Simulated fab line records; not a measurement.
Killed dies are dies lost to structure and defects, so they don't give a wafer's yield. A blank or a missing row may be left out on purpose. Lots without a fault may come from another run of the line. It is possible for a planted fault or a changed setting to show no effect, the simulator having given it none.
fab line records	flow nand_harc
record lots=10	wafers=30	last_day=25
route steps=1159 shown A_BONDPAD@1073 END@1159
lots untouched by any fault: they come from a run of this same line in which no faults occurred
start_h: hours from the record's opening day to when the first of the lot's shown wafers began	wait_h: hours since the lot's step before	" as in the row above	L1.1+2: several wafers, shown together as one row	- value missing, or start not given	* or withheld: withheld	< > ~ a bound
route shown NAME@n: NAME is a module with steps in the file, n the number in the route of the first one	usual: average and standard deviation across the fault-free wafers	same: alike in all rows	chamber/n: place in a boat	sites: each site's reading	_std_site: standard deviation across them	_edge_site: mean of outer sites minus mean of inner sites	radius_mm: how far each site lies from the wafer's centre	mask NAME#n: copy n	behind: the tool/chamber that last shaped the wafer	hold: cause of the lot's hold/its duration in hours/its outcome	device: names the non-switching transistor (n, p or np)	end of line: tests of these same wafers at the route's end	a step given without rows: its recipe and nothing more	killed: dies lost to structure and defects at the first sort, not the wafer's yield	map: a wafer's dies, x killed, . not, _ none there
set.NAME: the setting as run; set.NAME@STEP: as run at that earlier step	model.NAME: the simulator's own value behind a step, which no gauge read
route steps across a sampled set of lots; one table per step, one row per wafer
services: the hour from which a tool's chamber was out of use, counted from the record's first day as start_h (under 0 if before that day), plus the number of hours and why
## steps
# step NHARC_A_BONDPAD_OVL_MEAS_35
# usual overlay_x_nm=0/6.5	overlay_y_nm=-2/6.4
lot.wafer	tool	chamber	start_h	wait_h	overlay_x_nm	overlay_y_nm
L504.1	overlay-01	-	405.63	-	3	-1
L504.2	"	-	"	"	2	-1
L504.3	"	-	"	"	3	0
L503.1	overlay-02	-	409.49	-	3	0
L503.5	"	-	"	"	4	-1
L503.6	"	-	"	"	3	0
L508.2	overlay-02	-	416.57	-	-1	2
L508.3	"	-	"	"	-2	1
L508.6	"	-	"	"	-2	2
L513.1	overlay-02	-	471.11	-	-3	-12
L513.5	"	-	"	"	-3	-12
L513.6	"	-	"	"	-3	-12
L516.1	overlay-01	-	509.11	-	-13	-7
L516.2	"	-	"	"	-13	-7
L516.3	"	-	"	"	-14	-7
L514.2	overlay-01	-	515.22	-	0	-3
L514.5	"	-	"	"	0	-2
L514.6	"	-	"	"	0	-3
L519.1	overlay-01	-	526.96	-	-4	1
L519.3	"	-	"	"	-4	1
L519.5	"	-	"	"	-4	2
L523.1	overlay-01	-	534.85	-	-8	0
L523.3	"	-	"	"	-9	0
L523.6	"	-	"	"	-9	0
L522.1	overlay-02	-	538.08	-	0	1
L522.3	"	-	"	"	0	2
L522.4	"	-	"	"	0	2
L526.1	overlay-01	-	561.30	-	-10	-18
L526.3	"	-	"	"	-10	-18
L526.4	"	-	"	"	-10	-18
# step NHARC_A_BONDPAD_ETCH_34
# recipe target_depth_a=600	overetch_a=180	time_s=65.91	ion_energy_ev=200	n2_flow_sccm=150	h2_flow_sccm=150	ar_flow_sccm=0	rf_w=400	bias_w=150	chemistry=N2/H2
# usual drypump_motor_current_A=5.8/0.65	oes_product_au=0.997/0.012	rf_vpp_V=429.6/2.1	showerhead_plenum_p_Torr=2.01/0.073	throttle_valve_pct=14.172/0.008
# same time_s=65.91
lot.wafer	tool	chamber	start_h	wait_h	drypump_motor_current_A	oes_product_au	rf_hours_counter_h	rf_vpp_V	showerhead_plenum_p_Torr	throttle_valve_pct
L504.2	rie_diel-03	3	405.83	0.1	6.8	0.991	0	428.6	1.95	14.173
L504.3	"	0	"	"	4.8	0.989	0	428.0	1.91	14.157
L504.1	"	2	"	"	6.0	1.011	0	430.4	2.04	14.184
L503.1	rie_diel-03	0	409.72	0.1	4.8	0.990	0	426.5	1.91	14.178
L503.5	"	1	"	"	5.4	1.012	-	430.8	2.04	14.175
L503.6	"	2	"	"	6.0	0.998	-	430.4	2.04	14.179
L508.2	rie_diel-03	2	416.80	0.1	6.0	0.991	1	430.6	2.04	14.176
L508.3	"	3	"	"	6.8	0.990	1	427.4	1.95	14.166
L508.6	"	2	"	"	6.0	0.992	-	429.6	2.04	14.188
L513.1	rie_diel-13	1	471.33	0.1	5.6	0.983	2	432.3	2.13	14.171
L513.6	"	0	"	"	5.6	0.990	-	435.6	2.22	14.168
L513.5	"	1	"	"	5.5	0.984	-	433.7	2.13	14.173
L516.1	rie_diel-03	0	509.32	0.1	4.8	0.825	3	425.0	1.91	14.156
L516.3	"	1	"	"	5.4	0.844	3	431.0	2.03	14.177
L516.2	"	2	"	"	6.0	0.833	4	429.5	2.04	14.171
L514.2	rie_diel-03	1	515.44	0.1	5.4	0.835	4	430.3	2.03	14.180
L514.6	"	1	"	"	5.4	0.846	-	429.8	2.03	14.167
L514.5	"	2	"	"	6.0	0.832	-	430.3	2.04	14.179
L519.3	rie_diel-13	1	527.19	0.1	5.5	0.993	16	432.3	2.12	14.175
L519.1	"	2	"	"	5.9	1.007	16	430.2	2.01	14.176
L519.5	"	0	"	"	5.7	0.994	-	434.5	2.21	14.175
L523.1	rie_diel-13	1	535.53	0.6	5.5	1.004	17	434.0	2.12	14.170
L523.3	"	0	"	"	5.7	0.996	17	435.2	2.21	14.169
L523.6	"	1	"	"	5.6	1.004	-	431.0	2.12	14.180
L522.1	rie_diel-06	0	538.29	0.1	5.7	0.983	46	429.3	2.00	14.164
L522.3	"	1	"	"	5.1	1.010	43	427.7	1.99	14.161
L522.4	"	3	"	"	6.4	1.002	47	429.2	1.97	14.170
L526.1	rie_diel-06	1	561.53	0.1	5.1	1.009	49	429.0	1.98	14.172
L526.4	"	3	"	"	6.4	0.981	53	427.9	1.97	14.167
L526.3	"	0	"	"	5.7	0.998	52	429.7	2.00	14.172
# step NHARC_A_BONDPAD_ETCH_12
# recipe target_depth_a=2200	time_s=110	chf3_flow_sccm=50	o2_flow_sccm=10	ar_flow_sccm=200	rf_w=500	bias_w=200	chemistry=CHF3/O2
# usual chf3_flow_sccm=49.98/0.14	drypump_motor_current_A=5.8/0.65	oes_product_au=0.944/0.022	rf_vpp_V=369.6/2	showerhead_plenum_p_Torr=2.37/0.082	throttle_valve_pct=20.573/0.0096
# same time_s=110
lot.wafer	tool	chamber	start_h	wait_h	chf3_flow_sccm	drypump_motor_current_A	oes_product_au	rf_hours_counter_h	rf_vpp_V	showerhead_plenum_p_Torr	throttle_valve_pct
L504.2	rie_diel-03	3	-	-	50.28	6.9	0.954	0	369.4	2.31	20.584
L504.3	"	0	"	"	50.03	4.8	0.945	0	365.8	2.26	20.579
L504.1	"	2	"	"	49.87	6.0	0.981	0	370.8	2.40	20.573
L503.1	rie_diel-03	3	-	-	50.03	6.9	0.946	0	369.1	2.31	20.571
L503.5	"	3	"	"	49.86	6.9	0.955	-	369.7	2.31	20.582
L503.6	"	0	"	"	49.99	4.8	0.963	-	367.8	2.26	20.576
L508.2	rie_diel-03	1	-	-	50.04	5.4	0.964	0	369.4	2.40	20.578
L508.3	"	3	"	"	49.69	6.9	0.961	1	370.5	2.31	20.581
L508.6	"	3	"	"	49.75	6.9	0.956	-	367.7	2.31	20.571
L513.1	rie_diel-13	3	-	-	49.72	5.9	0.967	3	370.4	2.42	20.567
L513.6	"	0	"	"	49.92	5.7	0.971	-	375.0	2.60	20.556
L513.5	"	1	"	"	50.01	5.6	0.964	-	373.3	2.50	20.572
L516.2	rie_diel-03	3	-	-	49.90	6.9	0.922	4	367.2	2.31	20.561
L516.3	"	1	"	"	50.02	5.4	0.937	3	371.2	2.40	20.568
L516.1	"	2	"	"	49.83	6.0	0.925	4	371.8	2.40	20.596
L514.2	rie_diel-03	3	-	-	49.89	6.9	0.972	4	368.6	2.31	20.572
L514.6	"	0	"	"	49.61	4.8	0.944	-	367.6	2.26	20.576
L514.5	"	1	"	"	49.79	5.4	0.972	-	370.6	2.40	20.562
L519.3	rie_diel-13	1	-	-	50.10	5.5	0.940	16	372.5	2.49	20.573
L519.1	"	0	"	"	50.10	5.7	0.926	15	375.1	2.59	20.575
L519.5	"	2	"	"	49.92	5.8	0.938	-	369.8	2.36	20.588
L523.3	rie_diel-13	0	-	-	50.27	5.7	0.927	17	374.3	2.59	20.573
L523.1	"	2	"	"	50.06	5.9	0.936	17	369.6	2.36	20.578
L523.6	"	0	"	"	50.11	5.7	0.932	-	374.4	2.59	20.564
L522.3	rie_diel-06	3	-	-	50.02	6.4	0.974	47	368.1	2.33	20.549
L522.1	"	1	"	"	50.08	5.1	0.985	43	370.6	2.34	20.571
L522.4	"	2	"	"	49.75	5.8	0.987	44	371.2	2.34	20.579
L526.4	rie_diel-06	0	-	-	50.03	5.7	0.919	52	368.7	2.36	20.577
L526.1	"	1	"	"	50.02	5.1	0.925	49	370.1	2.34	20.570
L526.3	"	3	"	"	49.95	6.4	0.906	53	368.7	2.33	20.565
# step NHARC_A_BONDPAD_PRE_CLEAN_26
# recipe time_s=30	temp_c=280	gas=H2/He
# usual heater_power_w=420/51
# same time_s=30
lot.wafer	tool	chamber	start_h	wait_h	heater_power_w
L504.3	pvd_sputter-01	-	-	-	332
L504.2	"	-	"	"	438
L504.1	"	-	"	"	470
L503.1	pvd_sputter-01	-	-	-	457
L503.5	"	-	"	"	465
L503.6	"	-	"	"	323
L508.3	pvd_sputter-02	-	-	-	381
L508.2	"	-	"	"	429
L508.6	"	-	"	"	385
L513.1	pvd_sputter-02	-	-	-	442
L513.6	"	-	"	"	393
L513.5	"	-	"	"	502
L516.1	pvd_sputter-01	-	-	-	445
L516.2	"	-	"	"	458
L516.3	"	-	"	"	420
L514.2	pvd_sputter-03	-	-	-	416
L514.6	"	-	"	"	415
L514.5	"	-	"	"	428
L519.3	pvd_sputter-01	-	-	-	489
L519.1	"	-	"	"	475
L519.5	"	-	"	"	393
L523.3	pvd_sputter-02	-	-	-	521
L523.1	"	-	"	"	427
L523.6	"	-	"	"	521
L522.4	pvd_sputter-03	-	-	-	411
L522.1	"	-	"	"	445
L522.3	"	-	"	"	349
L526.3	pvd_sputter-02	-	-	-	393
L526.1	"	-	"	"	513
L526.4	"	-	"	"	410
# step NHARC_END_SORT_01
# recipe temp_c=25
# usual defect_limited_yield=95.1/1.6	killed_at_array=29/10	killed_at_other=0.7/1.1	killed_at_periphery=3.3/2.4	killed_dies=33/11	killed_open=3.3/2	killed_short=1.9/1.3	sort_bin_2_pct=1.5/0.67	sort_bin_3_pct=0.27/0.24	sort_bin_4_pct=3.1/1.1	sort_n_pass=644/11	sort_rim_yield_pct=97.1/2.1	sort_yield_pct=95.1/1.6
# same gross_dies=677	sort_bin_5_pct[%]=0	sort_bin_6_pct[%]=0	sort_bin_7_pct[%]=0	sort_bin_8_pct[%]=0	sort_rim_n_gross=106.00
lot.wafer	tool	chamber	start_h	wait_h	defect_limited_yield[%]	killed_at_array	killed_at_other	killed_at_periphery	killed_dies	killed_open	killed_short	sort_bin_2_pct[%]	sort_bin_3_pct[%]	sort_bin_4_pct[%]	sort_n_pass	sort_rim_yield_pct[%]	sort_yield_pct[%]
L514.2	prober-01	0	550.37	2.8	94.8	29	2	4	35	2	0	1.5	0.15	3.5	642	98.1	94.8
L514.5	prober-01	0	552.77	3.7	93.4	37	1	7	45	9	2	1.5	0.59	4.6	632	96.2	93.4
L514.6	prober-01	0	553.57	4.0	95.4	25	1	5	31	2	1	1.8	0.74	2.1	646	98.1	95.4
# killed by level:class
L514.2 A_SLIT:chamber_film_flake=14 A_CHANNEL_HOLE_D1:chamber_film_flake=9 A_CONTACT:chamber_film_flake=5 THIN_TSV:chamber_film_flake=2 P_CONTACT:geometric_particle:open=1 A_SOURCE_PLATE:geometric_particle:open=1 P_STI:chamber_film_flake=1 P_GATE:chamber_film_flake=1
L514.5 A_SLIT:chamber_film_flake=16 A_CHANNEL_HOLE_D1:chamber_film_flake=11 A_CONTACT:chamber_film_flake=3 P_STI:geometric_particle:open=2 P_CONTACT:geometric_particle:open=2 P_CONTACT:chamber_film_flake=2 A_CHANNEL_FILL_D1:geometric_particle:open=1 A_WL_FILL:geometric_particle:open=1
L514.6 A_SLIT:chamber_film_flake=17 P_M1:chamber_film_flake=3 A_CHANNEL_HOLE_D1:chamber_film_flake=3 A_CONTACT:chamber_film_flake=3 P_GATE:geometric_particle:open=1 A_SGD_CUT:geometric_particle:short=1 A_WL_FILL:geometric_particle:open=1 P_GATE:chamber_film_flake=1
## services
tool	chamber	start_h	hours	kind
rie_diel-13	1	390.38	7.0	repair
pvd_sputter-02	-	392.00	10.0	pm
rie_diel-03	-	392.30	9.0	pm
rie_diel-03	0	392.30	9.0	vent_cycle
rie_diel-03	1	392.30	9.0	vent_cycle
rie_diel-03	2	392.30	9.0	vent_cycle
rie_diel-03	3	392.30	9.0	vent_cycle
rie_diel-03	0	401.30	-	clean
rie_diel-03	1	401.30	-	clean
rie_diel-03	2	401.30	-	clean
rie_diel-03	0	411.49	10.9	repair
rie_diel-03	1	413.25	2.9	repair
pvd_sputter-01	-	413.99	26.0	repair
rie_diel-06	-	418.30	9.0	pm
rie_diel-13	1	443.64	8.4	repair
pvd_sputter-02	-	445.98	0.9	repair
rie_diel-13	-	453.03	9.0	pm
pvd_sputter-03	-	458.00	10.0	pm
rie_diel-03	1	491.26	9.0	repair
rie_diel-03	2	498.54	5.3	repair
pvd_sputter-01	-	514.06	10.0	pm
rie_diel-13	-	546.61	1.0	repair
rie_diel-03	1	557.27	6.6	repair
rie_diel-03	2	560.33	8.1	repair
## key
first_sign step=NHARC_A_BONDPAD_ETCH_34	reading=oes_product_au	direction=down	sigmas=14	usual=0.997	struck=0.836
effect none on later readings
met_at NHARC_A_BONDPAD_ETCH_34
struck_lots L514,L516
not_acting_at NHARC_A_BONDPAD_OVL_MEAS_35,NHARC_A_BONDPAD_ETCH_12,NHARC_A_BONDPAD_PRE_CLEAN_26
onset_between 416.80 509.32
fault kind=process_parameter_drift	tool=rie_diel-03	chamber=-	onset_h=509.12	steps=NHARC_A_BONDPAD_ETCH_34	channel=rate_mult	offset=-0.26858	shape=step	end_h=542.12
